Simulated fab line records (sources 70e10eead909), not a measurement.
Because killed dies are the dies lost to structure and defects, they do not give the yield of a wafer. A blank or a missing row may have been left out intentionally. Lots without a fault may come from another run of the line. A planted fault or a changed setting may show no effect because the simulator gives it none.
Struck lot and sound lot, side by side / flow nand_harc / 12 out of 1302 route steps
Sound: the wafers L223.1, L223.4, L223.6. The struck wafers were L235.1, L235.2, L235.4. Last of all comes the cause.
Per side, at each step with rows, come the tool, then ch with its chambers, and then its first start. Under that, the readings that differ: sound wafers / struck wafers / difference of the means / sigmas: that difference in standard deviations of wafers without a fault.
alike: readings with means less than 2 such deviations apart, plus words and numbers identical on both sides. not compared: withheld readings, readings lacking a value on some wafer, bounds such as >300 that could conceal the same value, and numbers that have no deviation in the record and whose values overlap.
A row with sigmas, a row that says differs or no value, or rows on one side alone: a step with any of these is where the two part. Numbers that have no deviation but don't overlap get no sigmas and don't part them. A reading that every wafer of one side lacks parts them only if that side has two wafers or more.

first, 1 step without rows for these wafers: NHARC_A_CHANNEL_FILL_D2_SRD_12.
NHARC_A_CHANNEL_FILL_D2_RTA_24: time 5 s.
  sound on rtp_anneal-01 ch 0, day 16 01:47; struck on rtp_anneal-02 ch 0, day 20 13:29
  alike: lamp_power_pct, lamp_zone_7_pct, wafer_temp_C_max
NHARC_A_CHANNEL_FILL_D2_INSPECT_13:
  sound: defect_inspect-02 at day 16 01:59; struck: defect_inspect-01 at day 20 13:40
reading=raw_defect_count; sound=1039 820 545; struck=360 423 267; difference=-451; sigmas=-3
NHARC_A_STAIRCASE_DEP_156: deposits SiNx, target thk 50 nm.
  sound on pecvd-03 ch 0,1,2, day 16 02:02; struck on pecvd-03 ch 0,1,2, day 20 13:46
  alike: heater_power_w
then, 6 steps without rows for these wafers: NHARC_A_STAIRCASE_DEHYDRATE_158 (time 120 s); NHARC_A_STAIRCASE_HMDS_159 (time 30 s); NHARC_A_STAIRCASE_COAT_160; NHARC_A_STAIRCASE_SOFTBAKE_161 (time 170 s); NHARC_A_STAIRCASE_EBR_162; NHARC_A_STAIRCASE_EXPOSE_163 (exposes mask STAIR OPEN).
NHARC_A_STAIRCASE_PEB_164: peb time 130 s.
  struck on litho_track-07, day 20 14:25; sound on litho_track-05 ch 0, day 16 02:43
  no value came back on the struck wafers for chill_plate_temp_C (C), exhaust_pa (Pa); on the sound wafers chill_plate_temp_C (C) reads 23.10 22.98 23.05
then, 1 step without rows for these wafers: NHARC_A_STAIRCASE_DEVELOP_165 (time 140 s).

== WHERE THEY PART ==
First at NHARC_A_CHANNEL_FILL_D2_INSPECT_13; last, within this record, at NHARC_A_STAIRCASE_PEB_164.

WHY: what had been put in by the simulator
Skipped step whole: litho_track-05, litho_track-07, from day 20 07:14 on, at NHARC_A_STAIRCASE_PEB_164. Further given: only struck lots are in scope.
